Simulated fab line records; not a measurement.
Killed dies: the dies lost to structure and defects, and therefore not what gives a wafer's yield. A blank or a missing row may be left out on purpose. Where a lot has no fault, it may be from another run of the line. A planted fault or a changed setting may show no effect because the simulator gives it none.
fab line records	flow n5Finfet
record: lots: 7	wafers: 21
route steps=1938 shown BEOL_M6@1194 BEOL_M8@1335 BEOL_M9@1440 BEOL_M10@1476
startH: hours from the record's first day to the start of the lot's first wafer shown	waitH: hours elapsed since this lot's preceding step	" unchanged from the row above	L1.1+2: several wafers, shown together as one row	- no value, or no start was given	* or withheld: withheld	< > ~ a bound
route shown NAME@n: a module of which the file shows steps, and the number in the route of the first	usual: mean and standard deviation over wafers with no fault	same: alike in all rows	chamber/n: place in a boat	sites: each site's reading	_std_site: their standard deviation	_edge_site: inner sites' mean taken away from outer sites' mean	radiusMm: how far each site lies from the wafer's centre	mask NAME#n: copy n	behind: the last tool/chamber to shape the wafer	hold: the reason the lot was held/the length of the hold in hours/how it ended	device: transistor that didn't switch, given as n, p or np	end of line: the tests these same wafers got at the end of their route	a step given without rows: its recipe and nothing more	killed: the dies lost at the first sort to structure and to defects; this is not the yield of the wafer	map: dies across one wafer; x = killed, . = not, _ = none there
set.NAME: the setting the step ran with; set.NAME@STEP: the setting that earlier step ran with	model.NAME: the simulator's own value behind a step, which no gauge read
lots where settings were altered on purpose, with a table for each step and a row for each wafer
== steps ==
step: N5_BEOL_M6_ILD_DEP_00
recipe: material: SiCOH_lowk	targetThkA: 1797.5	tempC: 300	precursor: DEMS/porogen	pressureTorr: 5	rfW: 500	timeS: 33.4
lot.wafer	tool	chamber	startH	waitH	set.timeS	model.SiCOH_lowk_of_BEOL_M6_ILD_DEP_00.thkNm
L075.2	pecvd-03	2	177.80	0.0	29.76	162.6
L075.5	"	0	"	"	29.76	167.4
L075.6	"	2	"	"	33.4	183.8
L081.2	pecvd-03	2	218.90	0.0	33.4	179.6
L081.3	"	1	"	"	33.4	174.8
L081.6	"	2	"	"	35.32	190.6
L083.1	pecvd-03	1	234.26	0.0	33.4	178.6
L083.4	"	0	"	"	29.75	164.4
L083.5	"	0	"	"	33.4	183
L085.2	pecvd-01	1	248.85	0.0	33.4	177
L085.5	"	1	"	"	33.4	176.8
L085.6	"	2	"	"	33.4	182.4
L087.3	pecvd-03	2	259.09	0.0	36.98	198
L087.5	"	1	"	"	33.4	184.6
L087.6	"	2	"	"	36.98	200.4
L094.3+5	pecvd-01	2,1	298.63	0.0	33.4	180.6
L094.6	"	2	"	"	33.4	180
L095.1	pecvd-02	2	300.97	0.0	33.4	180.2
L095.4	"	2	"	"	33.4	182.6
L095.5	"	0	"	"	33.4	181.6
step: N5_BEOL_M6_CURE_74
recipe: tempC: 385	timeS: 240	ambient: He/Ar	material: SiCOH_lowk
lot.wafer	tool	chamber	startH	waitH	set.timeS@BEOL_M6_ILD_DEP_00	model.SiCOH_lowk_of_BEOL_M6_ILD_DEP_00.thkNm
L075.2	uvCure-02	2	177.94	0.1	29.76	140
L075.5	"	2	"	"	29.76	144.2
L075.6	"	2	"	"	33.4	158.6
L081.2	uvCure-02	0	219.04	0.1	33.4	154.8
L081.3	"	0	"	"	33.4	150.8
L081.6	"	0	"	"	35.32	164.4
L083.1	uvCure-02	0	234.34	0.1	33.4	154
L083.4	"	0	"	"	29.75	141.6
L083.5	"	0	"	"	33.4	157.8
L085.2	uvCure-02	2	249.17	0.3	33.4	152.6
L085.5	"	2	"	"	33.4	152.4
L085.6	"	2	"	"	33.4	157.2
L087.3	uvCure-01	2	259.32	0.2	36.98	170.8
L087.5	"	2	"	"	33.4	159.2
L087.6	"	2	"	"	36.98	173
L094.3+5	uvCure-03	2	298.86	0.2	33.4	155.8
L094.6	"	2	"	"	33.4	155.2
L095.1	uvCure-03	1	301.03	0.0	33.4	155.4
L095.4	"	1	"	"	33.4	157.6
L095.5	"	1	"	"	33.4	156.6
step: N5_BEOL_M6_THK_MEAS_01
recipe: reads: SiCOH_lowk_of_BEOL_M6_ILD_DEP_00
usual: M6_ILD_THK: 155.6/1.8
lot.wafer	tool	chamber	startH	waitH	set.timeS@BEOL_M6_ILD_DEP_00	M6_ILD_THK[nm]
L075.2	filmMetro-01	-	178.38	0.4	29.76	140.2
L075.5	"	-	"	"	29.76	144.3
L075.6	"	-	"	"	33.4	158.7
L081.2	filmMetro-01	-	219.47	0.4	33.4	154.8
L081.3	"	-	"	"	33.4	150.8
L081.6	"	-	"	"	35.32	164.3
L083.1	filmMetro-01	-	234.86	0.4	33.4	154.1
L083.4	"	-	"	"	29.75	141.6
L083.5	"	-	"	"	33.4	157.8
L085.2	filmMetro-01	-	249.60	0.4	33.4	152.7
L085.5	"	-	"	"	33.4	152.4
L085.6	"	-	"	"	33.4	157.3
L087.3	filmMetro-01	-	259.67	0.3	36.98	170.9
L087.5	"	-	"	"	33.4	159.2
L087.6	"	-	"	"	36.98	172.8
L094.3	filmMetro-01	-	299.21	0.3	33.4	155.7
L094.5	"	-	"	"	33.4	155.8
L094.6	"	-	"	"	33.4	155.3
L095.1	filmMetro-01	-	301.55	0.4	33.4	155.3
L095.4	"	-	"	"	33.4	157.6
L095.5	"	-	"	"	33.4	156.5
step: N5_BEOL_M6_TRENCH_ETCH_37
recipe: chemistry: C4F6/O2	targetDepthA: 944.35	target: SiCOH_lowk	timeS: 31.5	ionEnergyEv: 250	pressureMtorr: 30	sourceW: 345	biasW: 185	Ar_flow_sccm: 300	C4F6_flow_sccm: 10	O2_flow_sccm: 10
usual: rfVppV: 659/14
lot.wafer	tool	chamber	startH	waitH	set.sourceW	rfVppV
L075.2	rieDiel-06	0	-	-	345	644
L075.5	"	0	"	"	388.2	608
L075.6	"	1	"	"	345	659
L081.2	rieDiel-02	0	-	-	345	659
L081.3	"	2	"	"	345	652
L081.6	"	2	"	"	398	606
L083.1	rieDiel-05	3	-	-	345	656
L083.4	"	0	"	"	327.6	693
L083.5	"	0	"	"	345	674
L085.2	rieDiel-06	0	-	-	345	644
L085.5	"	3	"	"	345	674
L085.6	"	2	"	"	345	644
L087.3	rieDiel-05	3	-	-	285.9	722
L087.5	"	0	"	"	285.9	744
L087.6	"	3	"	"	345	656
L094.3	rieDiel-02	1	-	-	345	658
L094.5	"	0	"	"	345	658
L094.6	"	1	"	"	395.8	612
L095.1	rieDiel-06	0	-	-	345	644
L095.4	"	3	"	"	345	675
L095.5	"	0	"	"	345	644
step: N5_BEOL_M8_PECVD_70
recipe: material: SiO2	targetThkA: 200	tempC: 400	precursor: TEOS/O2	pressureTorr: 5.5	rfW: 450	teosFlowSccm: 53.8	gas: O2	flowSccm: 3000	timeS: 22.7
lot.wafer	tool	chamber	startH	waitH	set.tempC	model.SiO2_of_BEOL_M8_PECVD_70.thkNm
L075.2	pecvd-03	0	190.66	0.0	400	20
L075.5	"	2	"	"	412.3	18.8
L075.6	"	1	"	"	412.3	18.2
L081.2	pecvd-03	1	233.92	0.0	400	19
L081.3	"	0	"	"	384.8	21.8
L081.6	"	0	"	"	400	19.4
L083.1	pecvd-03	1	252.93	0.0	395.3	20
L083.4	"	0	"	"	395.3	20.4
L083.5	"	1	"	"	400	19.6
L085.2	pecvd-03	0	262.87	0.0	400	19.4
L085.5	"	2	"	"	400	20
L085.6	"	0	"	"	400	19.8
L087.3	pecvd-01	0	275.47	0.0	408.3	18.2
L087.5	"	1	"	"	408.3	19.2
L087.6	"	0	"	"	400	20
L094.3	pecvd-01	0	314.34	0.0	387.6	21.4
L094.5	"	0	"	"	400	20.4
L094.6	"	2	"	"	400	20.6
L095.1	pecvd-03	2	319.26	0.0	400	20
L095.4	"	1	"	"	400	20.2
L095.5	"	2	"	"	393.4	21.2
step: N5_BEOL_M8_VIA_ETCH_34
recipe: chemistry: C4F6/O2	target: SiCOH_lowk	targetDepthA: 1255	maskMaterial: SOC	taperDeg: 4	timeS: 50.5	ionEnergyEv: 250	pressureMtorr: 30	sourceW: 345	biasW: 185	Ar_flow_sccm: 300	C4F6_flow_sccm: 10	O2_flow_sccm: 10
lot.wafer	tool	chamber	startH	waitH	set.sourceW	model.etch.depthNm
L075.2	rieDiel-05	1	194.85	0.0	378.5	130.4
L075.5	"	1	"	"	378.5	130.6
L075.6	"	2	"	"	345	123.5
L081.2	rieDiel-02	3	239.71	0.0	293.3	117.1
L081.3	"	0	"	"	345	125.6
L081.6	"	1	"	"	345	124.2
L083.1	rieDiel-06	3	256.13	0.0	306.7	119.7
L083.4	"	1	"	"	306.7	120.9
L083.5	"	1	"	"	345	126.8
L085.2	rieDiel-05	2	268.74	0.0	345	123.1
L085.5	"	0	"	"	345	127.9
L085.6	"	1	"	"	345	124
L087.3	rieDiel-02	0	277.93	0.0	345	125.2
L087.5	"	0	"	"	345	125.9
L087.6	"	3	"	"	345	124
L094.3	rieDiel-02	1	320.67	0.0	363.5	130.6
L094.5	"	1	"	"	363.5	130.4
L094.6	"	2	"	"	345	121.6
L095.1	rieDiel-02	1	324.70	0.0	345	127.2
L095.4	"	1	"	"	345	126.9
L095.5	"	3	"	"	345	124.9
step: N5_BEOL_M8_TRENCH_ETCH_37
recipe: chemistry: C4F6/O2	targetDepthA: 934.78	target: SiCOH_lowk	timeS: 31.2	ionEnergyEv: 250	pressureMtorr: 30	sourceW: 345	biasW: 185	Ar_flow_sccm: 300	C4F6_flow_sccm: 10	O2_flow_sccm: 10
lot.wafer	tool	chamber	startH	waitH	set.timeS	model.BEOL_M8.featureDepthNm	model.etch.depthNm
L075.2	rieDiel-05	1	-	-	34.89	103.8	103.9
L075.5	"	1	"	"	31.2	93.4	93.34
L075.6	"	2	"	"	34.89	103	103
L081.2	rieDiel-02	3	-	-	36.05	107.2	107.3
L081.3	"	0	"	"	31.2	92.6	92.67
L081.6	"	1	"	"	31.2	92.4	92.37
L083.1	rieDiel-06	3	-	-	31.2	94.8	94.89
L083.4	"	1	"	"	31.2	93.6	93.62
L083.5	"	1	"	"	31.2	94.6	94.66
L085.2	rieDiel-05	2	-	-	31.2	92.4	92.44
L085.5	"	0	"	"	31.2	96	95.95
L085.6	"	1	"	"	31.2	93.4	93.35
L087.3	rieDiel-02	0	-	-	31.2	94	94.02
L087.5	"	0	"	"	25.7	77.2	77.21
L087.6	"	3	"	"	25.7	77	76.92
L094.3	rieDiel-02	1	-	-	31.2	95	95.04
L094.5	"	1	"	"	31.2	94.8	94.79
L094.6	"	2	"	"	31.2	89.8	89.71
L095.1	rieDiel-02	1	-	-	31.2	95.2	95.21
L095.4	"	1	"	"	31.2	95.6	95.69
L095.5	"	3	"	"	26.69	79.6	79.66
step: N5_BEOL_M8_ETCH_41
recipe: chemistry: CH3F/O2	target: SiCN	targetDepthA: 319	taperDeg: 2	timeS: 57.8	ionEnergyEv: 120	maskMaterial: TiN	pressureMtorr: 30	sourceW: 395	biasW: 75	Ar_flow_sccm: 150	CH3F_flow_sccm: 30	O2_flow_sccm: 20
step: N5_BEOL_M8_STRIP_80
recipe: chemistry: N2/H2	timeS: 10	powerW: 450	tempC: 40	pressureMtorr: 20	rfFrequencyHz: 6e+07	biasPowerW: 7	n2FlowSccm: 200	h2FlowSccm: 200
step: N5_BEOL_M8_OCD_MEAS_38
usual: trenchDepthNm: 92.9/1.6
lot.wafer	tool	chamber	startH	waitH	set.timeS@BEOL_M8_TRENCH_ETCH_37	trenchDepthNm
L075.2	ocd-02	-	195.10	-	34.89	103.8
L075.5	"	-	"	"	31.2	92.8
L075.6	"	-	"	"	34.89	102.8
L081.2	ocd-01	-	239.96	-	36.05	107.4
L081.3	"	-	"	"	31.2	92.5
L081.6	"	-	"	"	31.2	92.3
L083.1	ocd-02	-	256.38	-	31.2	95.2
L083.4	"	-	"	"	31.2	93.4
L083.5	"	-	"	"	31.2	94.8
L085.2	ocd-01	-	268.99	-	31.2	92.2
L085.5	"	-	"	"	31.2	95.8
L085.6	"	-	"	"	31.2	93.5
L087.3	ocd-01	-	278.18	-	31.2	94.0
L087.5	"	-	"	"	25.7	77.5
L087.6	"	-	"	"	25.7	77.0
L094.3	ocd-01	-	320.92	-	31.2	95.0
L094.5	"	-	"	"	31.2	94.6
L094.6	"	-	"	"	31.2	89.8
L095.1	ocd-02	-	324.95	-	31.2	95.5
L095.4	"	-	"	"	31.2	96.0
L095.5	"	-	"	"	26.69	79.4
step: N5_BEOL_M8_HM_STRIP_39
recipe: chemistry: peroxideTinStrip	material: TiN	targetDepthA: 250	tempC: 50	timeS: 158
lot.wafer	tool	chamber	startH	waitH	set.tempC@BEOL_M8_PECVD_70	model.SiO2_of_BEOL_M8_PECVD_70.thkNm
L075.2	wetBench-03	6	195.13	0.0	400	19.8
L075.5	"	7	"	"	412.3	18.6
L075.6	"	1	"	"	412.3	18
L081.2	wetBench-02	6	239.99	0.0	400	18.8
L081.3	"	1	"	"	384.8	21.6
L081.6	"	5	"	"	400	19.4
L083.1	wetBench-02	6	256.41	0.0	395.3	19.8
L083.4	"	1	"	"	395.3	20.4
L083.5	"	7	"	"	400	19.6
L085.2	wetBench-06	4	269.02	0.0	400	19.4
L085.5	"	5	"	"	400	19.8
L085.6	"	6	"	"	400	19.6
L087.3	wetBench-03	3	278.21	0.0	408.3	18.2
L087.5	"	5	"	"	408.3	19
L087.6	"	2	"	"	400	19.8
L094.3	wetBench-03	0	320.95	0.0	387.6	21.2
L094.5	"	1	"	"	400	20.2
L094.6	"	3	"	"	400	20.4
L095.1+4	wetBench-02	5,2	324.98	0.0	400	20
L095.5	"	6	"	"	393.4	21
step: N5_BEOL_M8_SRD_40
recipe: timeS: 30	tempC: 23	rinseLiquid: diw	dry: ipaMarangoni
step: N5_BEOL_M8_PRECLEAN_42
recipe: chemistry: residueRemover	timeS: 60	tempC: 40
step: N5_BEOL_M8_ECD_50
recipe: material: Cu	targetThkA: 3000
step: N5_BEOL_M8_ANNEAL_51
recipe: tempC: 225	timeS: 90	ambient: N2
step: N5_BEOL_M8_CMP_52
recipe: stopOn: SiCOH_lowk	tOverpolishS: 6.9	downForcePsi: 1	platenRpm: 50	clearingPlatenDownForcePsi: 1.5	clearingPlatenRpm: 50	postCmpClean: cuAlkaline	targetThkNm: 80	clearingPlatenPadVelocityMS: 0.99484	padVelocityMS: 0.99484
lot.wafer	tool	chamber	startH	waitH	set.timeS@BEOL_M8_TRENCH_ETCH_37	model.Cu_of_BEOL_M8_ECD_50.thkNm
L075.2	cmp-01	1	197.18	0.5	34.89	89.2
L075.6	"	2	"	"	34.89	87.4
L075.5	"	3	"	"	31.2	78.4
L081.2	cmp-02	3	242.59	0.3	36.05	92.4
L081.3	"	0	"	"	31.2	77.6
L081.6	"	2	"	"	31.2	77.8
L083.4	cmp-01	3	258.11	0.1	31.2	79
L083.1	"	1	"	"	31.2	81
L083.5	"	3	"	"	31.2	80
L085.2	cmp-01	1	271.40	0.2	31.2	78
L085.6	"	1	"	"	31.2	79.4
L085.5	"	2	"	"	31.2	81.4
L087.3	cmp-03	2	280.38	0.3	31.2	78.6
L087.5	"	3	"	"	25.7	63.4
L087.6	"	0	"	"	25.7	63
L094.3	cmp-02	1	323.72	0.3	31.2	82
L094.5	"	3	"	"	31.2	80
L094.6	"	0	"	"	31.2	76.8
L095.1	cmp-01	0	327.90	0.3	31.2	83.8
L095.4	"	3	"	"	31.2	82.4
L095.5	"	1	"	"	26.69	66.8
step: N5_BEOL_M8_THK_MEAS_53
recipe: thkMeasGauge: xrf	reads: Cu_of_BEOL_M8_ECD_50
usual: M8_THK: 76.4/2.1
lot.wafer	tool	chamber	startH	waitH	set.timeS@BEOL_M8_TRENCH_ETCH_37	M8_THK[nm]
L075.2	filmMetro-02	-	197.36	-	34.89	85.8
L075.5	"	-	"	"	31.2	75.6
L075.6	"	-	"	"	34.89	84.0
L081.2	filmMetro-02	-	242.81	-	36.05	88.0
L081.3	"	-	"	"	31.2	74.3
L081.6	"	-	"	"	31.2	74.2
L083.1	filmMetro-01	-	258.40	-	31.2	77.4
L083.4	"	-	"	"	31.2	75.9
L083.5	"	-	"	"	31.2	76.7
L085.2	filmMetro-01	-	271.69	-	31.2	75.0
L085.5	"	-	"	"	31.2	78.2
L085.6	"	-	"	"	31.2	76.4
L087.3	filmMetro-02	-	280.56	-	31.2	75.9
L087.5	"	-	"	"	25.7	61.1
L087.6	"	-	"	"	25.7	61.1
L094.3	filmMetro-02	-	323.94	-	31.2	79.2
L094.5	"	-	"	"	31.2	77.2
L094.6	"	-	"	"	31.2	73.9
L095.1	filmMetro-01	-	328.20	-	31.2	81.3
L095.4	"	-	"	"	31.2	79.9
L095.5	"	-	"	"	26.69	64.7
step: N5_BEOL_M8_PRE_CLEAN_55
recipe: gas: NH3	timeS: 15	tempC: withheld	rfPowerW: 300
step: N5_BEOL_M8_DEP_56
recipe: material: SiCN	targetThkA: 100	tempC: withheld	precursor: 3MS/NH3	pressureTorr: 3	rfW: 202	timeS: 17.5
step: N5_BEOL_M8_RS_MEAS_57
recipe: thkMeasGauge: four-point-probe	reads: Cu_of_BEOL_M8_ECD_50+Co_of_BEOL_M8_CVD_78+TaN_of_BEOL_M8_ALD_77
usual: M8_RS: 0.290/0.0089
lot.wafer	tool	chamber	startH	waitH	set.timeS@BEOL_M8_TRENCH_ETCH_37	M8_RS[ohm/sq]
L075.2	filmMetro-01	-	197.49	0.1	34.89	0.252
L075.5	"	-	"	"	31.2	0.293
L075.6	"	-	"	"	34.89	0.258
L081.2	filmMetro-02	-	242.94	0.1	36.05	0.242
L081.3	"	-	"	"	31.2	0.296
L081.6	"	-	"	"	31.2	0.296
L083.1	filmMetro-01	-	258.53	0.1	31.2	0.282
L083.4	"	-	"	"	31.2	0.291
L083.5	"	-	"	"	31.2	0.286
L085.2	filmMetro-02	-	271.82	0.1	31.2	0.295
L085.5	"	-	"	"	31.2	0.281
L085.6	"	-	"	"	31.2	0.288
L087.3	filmMetro-02	-	280.72	0.1	31.2	0.292
L087.5	"	-	"	"	25.7	0.378
L087.6	"	-	"	"	25.7	0.380
L094.3	filmMetro-02	-	324.08	0.1	31.2	0.277
L094.5	"	-	"	"	31.2	0.286
L094.6	"	-	"	"	31.2	0.299
L095.1	filmMetro-02	-	328.33	0.1	31.2	0.271
L095.4	"	-	"	"	31.2	0.276
L095.5	"	-	"	"	26.69	0.355
step: N5_BEOL_M9_ETCH_66
recipe: chemistry: N2/H2	target: SOC	targetDepthA: 800	overetchA: 160	maskMaterial: SiARC	tempC: 40	timeS: 120	ionEnergyEv: 200	pressureMtorr: 30	sourceW: 840	biasW: 150	n2FlowSccm: 200	h2FlowSccm: 200
lot.wafer	tool	chamber	startH	waitH	set.timeS	model.SiARC_of_BEOL_M9_COAT_64.thkNm
L075.2	rieDiel-04	0	203.85	0.0	120	6.2
L075.5	"	1	"	"	120	6
L075.6	"	2	"	"	104.6	7.2
L081.2	rieDiel-01	0	248.17	0.0	143.6	5.4
L081.3	"	2	"	"	143.6	5.6
L081.6	"	0	"	"	120	6.4
L083.1	rieDiel-04	1	262.81	0.0	98.96	7.2
L083.4+5	"	3,0	"	"	120	6.2
L085.2+6	rieDiel-04	3,0	275.74	0.0	120	6.2
L085.5	"	3	"	"	120	6.4
L087.3	rieDiel-03	2	284.21	0.0	120	6.6
L087.5	"	3	"	"	120	6.4
L087.6	"	0	"	"	95.79	7.8
L094.3	rieDiel-04	1	326.80	0.0	100.9	7
L094.5	"	0	"	"	100.9	7.2
L094.6	"	3	"	"	120	6
L095.1	rieDiel-03	2	332.59	0.0	102.8	7.4
L095.4	"	2	"	"	120	6.6
L095.5	"	1	"	"	120	6.4
step: N5_BEOL_M9_TRENCH_ETCH_37
recipe: chemistry: C4F6/O2	targetDepthA: 1514.3	target: SiCOH_lowk	timeS: 49	ionEnergyEv: 250	pressureMtorr: 30	sourceW: 345	biasW: 185	Ar_flow_sccm: 300	C4F6_flow_sccm: 10	O2_flow_sccm: 10
usual: rfVppV: 663/11
lot.wafer	tool	chamber	startH	waitH	set.biasW	rfVppV
L075.2	rieDiel-04	0	-	-	198.8	711
L075.5	"	1	"	"	185	675
L075.6	"	2	"	"	185	661
L081.2	rieDiel-01	0	-	-	167.8	596
L081.3	"	2	"	"	167.8	599
L081.6	"	0	"	"	167.8	595
L083.1	rieDiel-04	1	-	-	185	675
L083.4	"	3	"	"	185	672
L083.5	"	0	"	"	185	669
L085.2	rieDiel-04	3	-	-	185	670
L085.5	"	3	"	"	185	671
L085.6	"	0	"	"	185	671
L087.3	rieDiel-03	2	-	-	185	645
L087.5	"	3	"	"	203	716
L087.6	"	0	"	"	185	666
L094.3	rieDiel-04	1	-	-	185	674
L094.5	"	0	"	"	200.2	714
L094.6	"	3	"	"	185	670
L095.1	rieDiel-03	2	-	-	185	645
L095.4	"	2	"	"	185	644
L095.5	"	1	"	"	155.1	579
step: N5_BEOL_M10_COAT_60
recipe: resist: SiARC	tempC: 220	timeS: 60	spinRpm: 1500	resistThkNm: 30
lot.wafer	tool	chamber	startH	waitH	set.spinRpm	model.SiARC_of_BEOL_M10_COAT_60.thkNm
L075.2+5+6	lithoTrack-05	0	-	-	1500	30
L081.2	lithoTrack-02	0	-	-	1500	30
L081.3	"	0	"	"	1500	29.8
L081.6	"	0	"	"	1419	30.8
L083.1	lithoTrack-02	0	-	-	1395	31.2
L083.4	"	0	"	"	1500	30
L083.5	"	0	"	"	1395	31
L085.2+5+6	lithoTrack-01	0	-	-	1500	30
L087.3	lithoTrack-02	0	-	-	1588	29
L087.5+6	"	0	"	"	1500	30
L094.3+5+6	lithoTrack-01	0	-	-	1500	29.8
L095.1+4	lithoTrack-05	0	-	-	1500	30
L095.5	"	0	"	"	1634	28.8
== key ==
split: step: N5_BEOL_M6_ILD_DEP_00	setting: timeS	stated: 33.4	by: wafer
response: step: N5_BEOL_M6_ILD_DEP_00	reading: model.SiCOH_lowk_of_BEOL_M6_ILD_DEP_00.thkNm	change: +1.6	per: 1%	r: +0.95
response: step: N5_BEOL_M6_CURE_74	reading: model.SiCOH_lowk_of_BEOL_M6_ILD_DEP_00.thkNm	change: +1.4	per: 1%	r: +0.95
response: step: N5_BEOL_M6_THK_MEAS_01	reading: M6_ILD_THK	change: +1.39	per: 1%	r: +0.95
split: step: N5_BEOL_M6_TRENCH_ETCH_37	setting: sourceW	stated: 345	by: wafer
response: step: N5_BEOL_M6_TRENCH_ETCH_37	reading: rfVppV	change: -3.71	per: 1%	r: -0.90
split: step: N5_BEOL_M8_PECVD_70	setting: tempC	stated: 400	by: wafer
response: step: N5_BEOL_M8_PECVD_70	reading: model.SiO2_of_BEOL_M8_PECVD_70.thkNm	change: -0.537	per: 1%	r: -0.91
response: step: N5_BEOL_M8_HM_STRIP_39	reading: model.SiO2_of_BEOL_M8_PECVD_70.thkNm	change: -0.516	per: 1%	r: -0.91
split: step: N5_BEOL_M8_VIA_ETCH_34	setting: sourceW	stated: 345	by: wafer
response: step: N5_BEOL_M8_VIA_ETCH_34	reading: model.etch.depthNm	change: +0.647	per: 1%	r: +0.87
split: step: N5_BEOL_M8_TRENCH_ETCH_37	setting: timeS	stated: 31.2	by: wafer
response: step: N5_BEOL_M8_TRENCH_ETCH_37	reading: model.BEOL_M8.featureDepthNm	change: +0.969	per: 1%	r: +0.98
response: step: N5_BEOL_M8_TRENCH_ETCH_37	reading: model.etch.depthNm	change: +0.971	per: 1%	r: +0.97
response: step: N5_BEOL_M8_OCD_MEAS_38	reading: trenchDepthNm	change: +0.986	per: 1%	r: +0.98
response: step: N5_BEOL_M8_CMP_52	reading: model.Cu_of_BEOL_M8_ECD_50.thkNm	change: +0.946	per: 1%	r: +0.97
response: step: N5_BEOL_M8_THK_MEAS_53	reading: M8_THK	change: +0.903	per: 1%	r: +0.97
response: step: N5_BEOL_M8_RS_MEAS_57	reading: M8_RS	change: -0.00445	per: 1%	r: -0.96
split: step: N5_BEOL_M9_ETCH_66	setting: timeS	stated: 120	by: wafer
response: step: N5_BEOL_M9_ETCH_66	reading: model.SiARC_of_BEOL_M9_COAT_64.thkNm	change: -0.0615	per: 1%	r: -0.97
split: step: N5_BEOL_M9_TRENCH_ETCH_37	setting: biasW	stated: 185	by: wafer
response: step: N5_BEOL_M9_TRENCH_ETCH_37	reading: rfVppV	change: +4.81	per: 1%	r: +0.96
split: step: N5_BEOL_M10_COAT_60	setting: spinRpm	stated: 1500	by: wafer
response: step: N5_BEOL_M10_COAT_60	reading: model.SiARC_of_BEOL_M10_COAT_60.thkNm	change: -0.152	per: 1%	r: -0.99
